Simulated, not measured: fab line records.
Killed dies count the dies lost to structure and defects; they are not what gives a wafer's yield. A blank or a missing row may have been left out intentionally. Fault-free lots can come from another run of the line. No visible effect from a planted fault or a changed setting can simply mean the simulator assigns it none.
Which of the tools did it? || flow n5-finfet || 19 lots, 57 wafers sampled, at 2 steps of a route of 1938

## WHAT THE GAUGES READ, wafer by wafer
N5_BEOL_M0_SAQP_CD_MEAS_14 targets a cd of 42.5 nm.
{"lot": "L075", "measured": "day 5 23:14", "on": "cd-sem-02", "cd-nm (nm)": "41.4 42.5 42.6"}
{"lot": "L076", "measured": "day 6 11:17", "on": "cd-sem-01", "cd-nm (nm)": "42.6 42.8 42.4"}
{"lot": "L078", "measured": "day 6 13:35", "on": "cd-sem-02", "cd-nm (nm)": "42.3 42.6 42.5"}
{"lot": "L080", "measured": "day 6 23:07", "on": "cd-sem-01", "cd-nm (nm)": "42.8 43.1 42.4"}
{"lot": "L082", "measured": "day 7 12:49", "on": "cd-sem-02", "cd-nm (nm)": "42.4 42.3 42.0"}
{"lot": "L083", "measured": "day 7 17:24", "on": "cd-sem-01", "cd-nm (nm)": "42.5 42.6 42.7"}
{"lot": "L084", "measured": "day 8 05:43", "on": "cd-sem-01", "cd-nm (nm)": "42.7 42.7 42.6"}
{"lot": "L085", "measured": "day 8 13:41", "on": "cd-sem-01", "cd-nm (nm)": "43.0 42.9 43.6"}
{"lot": "L087", "measured": "day 8 23:31", "on": "cd-sem-01", "cd-nm (nm)": "42.7 42.7 42.6"}
{"lot": "L088", "measured": "day 9 01:48", "on": "cd-sem-02", "cd-nm (nm)": "42.1 41.9 42.5"}
{"lot": "L089", "measured": "day 9 06:38", "on": "cd-sem-02", "cd-nm (nm)": "42.9 42.0 43.0"}
{"lot": "L090", "measured": "day 9 09:45", "on": "cd-sem-02", "cd-nm (nm)": "42.3 42.2 42.7"}
{"lot": "L091", "measured": "day 9 17:08", "on": "cd-sem-01", "cd-nm (nm)": "42.2 42.7 42.7"}
{"lot": "L092", "measured": "day 10 03:23", "on": "cd-sem-01", "cd-nm (nm)": "42.1 41.8 42.5"}
{"lot": "L093", "measured": "day 10 08:20", "on": "cd-sem-01", "cd-nm (nm)": "42.2 42.9 42.8"}
{"lot": "L094", "measured": "day 10 15:41", "on": "cd-sem-01", "cd-nm (nm)": "42.6 42.8 43.4"}
{"lot": "L095", "measured": "day 10 19:07", "on": "cd-sem-02", "cd-nm (nm)": "42.1 41.7 42.4"}
{"lot": "L096", "measured": "day 10 22:46", "on": "cd-sem-01", "cd-nm (nm)": "42.3 42.7 42.6"}
{"lot": "L097", "measured": "day 11 06:41", "on": "cd-sem-02", "cd-nm (nm)": "43.7 43.1 42.9"}

## WHICH TOOL RAN EACH LOT (tool, then ch and the chambers of the sampled wafers, then the start)
{"lot": "L075", "N5_MOL_CONTACT_COAG_ETCH_66": "rie-diel-06 ch 1,2, day 5 13:04"}
{"lot": "L076", "N5_MOL_CONTACT_COAG_ETCH_66": "rie-diel-06 ch 0,1,2, day 6 03:59"}
{"lot": "L078", "N5_MOL_CONTACT_COAG_ETCH_66": "rie-diel-05 ch 0,1, day 6 07:47"}
{"lot": "L080", "N5_MOL_CONTACT_COAG_ETCH_66": "rie-diel-02 ch 0,2,3, day 6 15:15"}
{"lot": "L082", "N5_MOL_CONTACT_COAG_ETCH_66": "rie-diel-02 ch 1,2, day 7 03:14"}
{"lot": "L083", "N5_MOL_CONTACT_COAG_ETCH_66": "rie-diel-06 ch 0,3, day 7 10:50"}
{"lot": "L084", "N5_MOL_CONTACT_COAG_ETCH_66": "rie-diel-02 ch 2,3, day 7 21:20"}
{"lot": "L085", "N5_MOL_CONTACT_COAG_ETCH_66": "rie-diel-05 ch 0,1,2, day 8 06:55"}
{"lot": "L087", "N5_MOL_CONTACT_COAG_ETCH_66": "rie-diel-02 ch 0,2, day 8 16:36"}
{"lot": "L088", "N5_MOL_CONTACT_COAG_ETCH_66": "rie-diel-02 ch 0,2, day 8 18:43"}
{"lot": "L089", "N5_MOL_CONTACT_COAG_ETCH_66": "rie-diel-05 ch 0,1,2, day 8 23:49"}
{"lot": "L090", "N5_MOL_CONTACT_COAG_ETCH_66": "rie-diel-05 ch 0,1,3, day 9 02:24"}
{"lot": "L091", "N5_MOL_CONTACT_COAG_ETCH_66": "rie-diel-06 ch 1,2,3, day 9 07:48"}
{"lot": "L092", "N5_MOL_CONTACT_COAG_ETCH_66": "rie-diel-02 ch 0,1,2, day 9 17:43"}
{"lot": "L093", "N5_MOL_CONTACT_COAG_ETCH_66": "rie-diel-02 ch 0,3, day 10 01:46"}
{"lot": "L094", "N5_MOL_CONTACT_COAG_ETCH_66": "rie-diel-06 ch 1,3, day 10 09:20"}
{"lot": "L095", "N5_MOL_CONTACT_COAG_ETCH_66": "rie-diel-05 ch 1,2,3, day 10 11:42"}
{"lot": "L096", "N5_MOL_CONTACT_COAG_ETCH_66": "rie-diel-02 ch 1,2,3, day 10 15:33"}
{"lot": "L097", "N5_MOL_CONTACT_COAG_ETCH_66": "rie-diel-06 ch 0,3, day 10 23:41"}
- N5_MOL_CONTACT_COAG_ETCH_66: etches SiARC in CF4, target depth 13 nm, time 21.7 s.

## WHAT THE TOOLS THEMSELVES READ (means of the sampled wafers that have a number; where no wafer has one, the mark that the record gives instead)
N5_MOL_CONTACT_COAG_ETCH_66.
{"lot": "L075", "tool": "rie-diel-06", "chamber-pressure-mTorr (mTorr)": 39.99, "drypump-motor-current-A (A)": 6.1, "etch-rf-on-time-s (s)": 21.4, "oes-product-au (a.u.)": 0.69, "rf-vpp-V (V)": 184.1, "showerhead-plenum-p-Torr (Torr)": 2.16, "throttle-valve-pct (%)": 15.2}
{"lot": "L076", "tool": "rie-diel-06", "chamber-pressure-mTorr (mTorr)": 40.01, "drypump-motor-current-A (A)": 5.7, "etch-rf-on-time-s (s)": 21.8, "oes-product-au (a.u.)": 0.65, "rf-vpp-V (V)": 184.7, "showerhead-plenum-p-Torr (Torr)": 2.18, "throttle-valve-pct (%)": 15.5}
{"lot": "L078", "tool": "rie-diel-05", "chamber-pressure-mTorr (mTorr)": 39.99, "drypump-motor-current-A (A)": 5.4, "etch-rf-on-time-s (s)": 22.9, "oes-product-au (a.u.)": 0.62, "rf-vpp-V (V)": 184.0, "showerhead-plenum-p-Torr (Torr)": 2.13, "throttle-valve-pct (%)": 15.5}
{"lot": "L080", "tool": "rie-diel-02", "chamber-pressure-mTorr (mTorr)": 40.01, "drypump-motor-current-A (A)": 5.5, "etch-rf-on-time-s (s)": 21.7, "oes-product-au (a.u.)": 0.61, "rf-vpp-V (V)": 185.9, "showerhead-plenum-p-Torr (Torr)": 2.21, "throttle-valve-pct (%)": 15.9}
{"lot": "L082", "tool": "rie-diel-02", "chamber-pressure-mTorr (mTorr)": 40.00, "drypump-motor-current-A (A)": 5.5, "etch-rf-on-time-s (s)": 21.6, "oes-product-au (a.u.)": 0.65, "rf-vpp-V (V)": 184.5, "showerhead-plenum-p-Torr (Torr)": 2.16, "throttle-valve-pct (%)": 15.8}
{"lot": "L083", "tool": "rie-diel-06", "chamber-pressure-mTorr (mTorr)": 40.01, "drypump-motor-current-A (A)": 5.0, "etch-rf-on-time-s (s)": 22.2, "oes-product-au (a.u.)": 0.72, "rf-vpp-V (V)": 184.2, "showerhead-plenum-p-Torr (Torr)": 2.14, "throttle-valve-pct (%)": 15.3}
{"lot": "L084", "tool": "rie-diel-02", "chamber-pressure-mTorr (mTorr)": 39.95, "drypump-motor-current-A (A)": 5.2, "etch-rf-on-time-s (s)": 21.4, "oes-product-au (a.u.)": 0.61, "rf-vpp-V (V)": 185.1, "showerhead-plenum-p-Torr (Torr)": 2.21, "throttle-valve-pct (%)": 15.8}
{"lot": "L085", "tool": "rie-diel-05", "chamber-pressure-mTorr (mTorr)": 40.00, "drypump-motor-current-A (A)": 5.7, "etch-rf-on-time-s (s)": 22.5, "oes-product-au (a.u.)": 0.66, "rf-vpp-V (V)": 183.8, "showerhead-plenum-p-Torr (Torr)": 2.10, "throttle-valve-pct (%)": 15.5}
{"lot": "L087", "tool": "rie-diel-02", "chamber-pressure-mTorr (mTorr)": 40.00, "drypump-motor-current-A (A)": 5.8, "etch-rf-on-time-s (s)": 22.2, "oes-product-au (a.u.)": 0.59, "rf-vpp-V (V)": 184.1, "showerhead-plenum-p-Torr (Torr)": 2.19, "throttle-valve-pct (%)": 15.9}
{"lot": "L088", "tool": "rie-diel-02", "chamber-pressure-mTorr (mTorr)": 39.98, "drypump-motor-current-A (A)": 5.5, "etch-rf-on-time-s (s)": 21.6, "oes-product-au (a.u.)": 0.60, "rf-vpp-V (V)": 185.7, "showerhead-plenum-p-Torr (Torr)": 2.20, "throttle-valve-pct (%)": 15.8}
{"lot": "L089", "tool": "rie-diel-05", "chamber-pressure-mTorr (mTorr)": 39.97, "drypump-motor-current-A (A)": 5.7, "etch-rf-on-time-s (s)": 22.6, "oes-product-au (a.u.)": 0.65, "rf-vpp-V (V)": 183.7, "showerhead-plenum-p-Torr (Torr)": 2.10, "throttle-valve-pct (%)": 15.5}
{"lot": "L090", "tool": "rie-diel-05", "chamber-pressure-mTorr (mTorr)": 39.99, "drypump-motor-current-A (A)": 5.6, "etch-rf-on-time-s (s)": 22.3, "oes-product-au (a.u.)": 0.62, "rf-vpp-V (V)": 183.2, "showerhead-plenum-p-Torr (Torr)": 2.14, "throttle-valve-pct (%)": 15.6}
{"lot": "L091", "tool": "rie-diel-06", "chamber-pressure-mTorr (mTorr)": 39.98, "drypump-motor-current-A (A)": 5.5, "etch-rf-on-time-s (s)": 21.7, "oes-product-au (a.u.)": 0.74, "rf-vpp-V (V)": 184.0, "showerhead-plenum-p-Torr (Torr)": 2.14, "throttle-valve-pct (%)": 15.1}
{"lot": "L092", "tool": "rie-diel-02", "chamber-pressure-mTorr (mTorr)": 39.99, "drypump-motor-current-A (A)": 5.7, "etch-rf-on-time-s (s)": 21.8, "oes-product-au (a.u.)": 0.61, "rf-vpp-V (V)": 183.6, "showerhead-plenum-p-Torr (Torr)": 2.18, "throttle-valve-pct (%)": 15.8}
{"lot": "L093", "tool": "rie-diel-02", "chamber-pressure-mTorr (mTorr)": 40.00, "drypump-motor-current-A (A)": 5.6, "etch-rf-on-time-s (s)": 21.2, "oes-product-au (a.u.)": 0.74, "rf-vpp-V (V)": 184.5, "showerhead-plenum-p-Torr (Torr)": 2.20, "throttle-valve-pct (%)": 15.8}
{"lot": "L094", "tool": "rie-diel-06", "chamber-pressure-mTorr (mTorr)": 39.98, "drypump-motor-current-A (A)": 5.4, "etch-rf-on-time-s (s)": 22.0, "oes-product-au (a.u.)": 0.72, "rf-vpp-V (V)": 183.8, "showerhead-plenum-p-Torr (Torr)": 2.11, "throttle-valve-pct (%)": 15.1}
{"lot": "L095", "tool": "rie-diel-05", "chamber-pressure-mTorr (mTorr)": 40.00, "drypump-motor-current-A (A)": 5.5, "etch-rf-on-time-s (s)": 22.5, "oes-product-au (a.u.)": 0.62, "rf-vpp-V (V)": 183.6, "showerhead-plenum-p-Torr (Torr)": 2.14, "throttle-valve-pct (%)": 15.5}
{"lot": "L096", "tool": "rie-diel-02", "chamber-pressure-mTorr (mTorr)": 39.96, "drypump-motor-current-A (A)": 5.4, "etch-rf-on-time-s (s)": 21.2, "oes-product-au (a.u.)": 0.68, "rf-vpp-V (V)": 184.9, "showerhead-plenum-p-Torr (Torr)": 2.18, "throttle-valve-pct (%)": 15.8}
{"lot": "L097", "tool": "rie-diel-06", "chamber-pressure-mTorr (mTorr)": 40.00, "drypump-motor-current-A (A)": 5.0, "etch-rf-on-time-s (s)": 22.5, "oes-product-au (a.u.)": 0.69, "rf-vpp-V (V)": 183.9, "showerhead-plenum-p-Torr (Torr)": 2.13, "throttle-valve-pct (%)": 15.4}

## THE ANSWER, worked out from the rows above alone
Rule: usual is defined by the lots themselves. Put in order of their means at a reading, lots are off if they are a third of the lots or fewer, leave a main group of 4 or more, and stand apart from it by a gap of 3 or more times the standard deviation of the main group's means; of several such gaps the widest counts. Not used: any main group whose means are identical at the precision the tables above print for the reading. A lot without any number at a reading at which 4 lots or more have one is off too. Where the step has rows for the other lots, those lots are counted as sound. First the gauges in route order, then the tools' own readings, where a lot's mean is used as printed above. The first step at which some lot is off is used, and at that step the reading that is off furthest; a lot without a number counts as furthest.
Across all readings shown, no lot is off: no conclusion can be drawn from this.

## WHAT THE SIMULATOR HAD PUT IN
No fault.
